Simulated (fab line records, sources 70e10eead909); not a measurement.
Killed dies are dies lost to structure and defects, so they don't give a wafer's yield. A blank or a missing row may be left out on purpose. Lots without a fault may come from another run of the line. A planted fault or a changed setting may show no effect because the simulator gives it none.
Which tool did it? | flow nand_harc | 11 lots, 33 wafers sampled, at 4 steps of a route of 1159

WHAT THE GAUGES READ, wafer by wafer
NHARC_P_STI_CD_MEAS_09: target cd 200 nm.
lot  | measured    | on        | cd_nm (nm)
L306 | day 2 07:23 | cd_sem-02 | 196 198 198
L309 | day 3 04:41 | cd_sem-03 | 201 207 198
L311 | day 3 14:05 | cd_sem-02 | 208 209 205
L312 | day 3 22:50 | cd_sem-01 | 199 198 201
L313 | day 4 04:58 | cd_sem-03 | 203 208 200
L314 | day 4 11:27 | cd_sem-02 | 202 204 202
L316 | day 4 19:41 | cd_sem-03 | 196 199 196
L317 | day 5 05:34 | cd_sem-02 | 194 197 198
L319 | day 5 16:48 | cd_sem-02 | 196 196 198
L322 | day 6 11:08 | cd_sem-03 | 230 231 229
L329 | day 8 04:35 | cd_sem-03 | 200 198 200

WHICH TOOL RAN EACH LOT (tool, then ch and the chambers of the sampled wafers, then the start)
lot  | NHARC_P_ZERO_WELL_DESCUM_26       | NHARC_P_ZERO_WELL_DESCUM_39       | NHARC_P_STI_EXPOSE_06
L306 | rie_diel-05 ch 1,2,3, day 1 14:45 | rie_diel-13 ch 0,2, day 1 16:24   | krf_scanner-02 ch 0, day 2 07:14
L309 | rie_diel-04 ch 2,3, day 2 08:37   | rie_diel-05 ch 0,2, day 2 10:15   | krf_scanner-01 ch 0, day 3 04:32
L311 | rie_diel-13 ch 0,1, day 2 20:45   | rie_diel-04 ch 0,2,3, day 2 22:25 | krf_scanner-02 ch 0, day 3 13:56
L312 | rie_diel-04 ch 1,2,3, day 3 02:40 | rie_diel-04 ch 0,3, day 3 04:17   | krf_scanner-02 ch 0, day 3 22:41
L313 | rie_diel-13 ch 0,2,3, day 3 08:46 | rie_diel-04 ch 2,3, day 3 10:23   | krf_scanner-01 ch 0, day 4 04:49
L314 | rie_diel-05 ch 1,2,3, day 3 14:39 | rie_diel-04 ch 2,3, day 3 16:17   | krf_scanner-01 ch 0, day 4 11:17
L316 | rie_diel-13 ch 1,2,3, day 4 02:48 | rie_diel-05 ch 0,1, day 4 04:25   | krf_scanner-01 ch 0, day 4 19:32
L317 | rie_diel-04 ch 0,2,3, day 4 08:37 | rie_diel-13 ch 1,2,3, day 4 10:11 | krf_scanner-01 ch 0, day 5 05:25
L319 | rie_diel-13 ch 0,2,3, day 4 20:43 | rie_diel-04 ch 1,2,3, day 4 22:20 | krf_scanner-02 ch 0, day 5 16:39
L322 | rie_diel-13 ch 0,3, day 5 14:45   | rie_diel-13 ch 0,1,3, day 5 16:25 | krf_scanner-01 ch 0, day 6 10:59
L329 | rie_diel-04 ch 0,1,3, day 7 08:32 | rie_diel-04 ch 1,2,3, day 7 10:10 | krf_scanner-02 ch 0, day 8 04:26
- NHARC_P_ZERO_WELL_DESCUM_26: chemistry O2, time 3 s.
- NHARC_P_ZERO_WELL_DESCUM_39: chemistry O2, time 3 s.
- NHARC_P_STI_EXPOSE_06: exposes mask P STI, target cd 200 nm.

THE ANSWER, worked out from the rows above alone
Rule: what is usual is taken from the lots themselves. Put in order of their means at a reading, lots are off if they are a third of the lots or fewer, leave a main group of 4 or more, and stand apart from it by a gap of 3 or more times the standard deviation of the main group's means; of several such gaps the widest counts. A main group whose means are all the same, to the digits that the tables above print for the reading, isn't used. A lot without any number at a reading at which 4 lots or more have one is off too. The other lots that the step has rows for count as sound.
Off: L322, at NHARC_P_STI_CD_MEAS_09 (cd_nm). The main group: mean 200 nm, standard deviation 3.5.
A tool fits if, at a process step before that reading, it ran every lot that is off, and no sound lot after the first of them. The gauges at NHARC_P_STI_CD_MEAS_09 are tried like those tools. Can't be told from this: 2 tools fit, rie_diel-13 at NHARC_P_ZERO_WELL_DESCUM_26 and NHARC_P_ZERO_WELL_DESCUM_39, krf_scanner-01 at NHARC_P_STI_EXPOSE_06.

WHAT THE SIMULATOR HAD PUT IN
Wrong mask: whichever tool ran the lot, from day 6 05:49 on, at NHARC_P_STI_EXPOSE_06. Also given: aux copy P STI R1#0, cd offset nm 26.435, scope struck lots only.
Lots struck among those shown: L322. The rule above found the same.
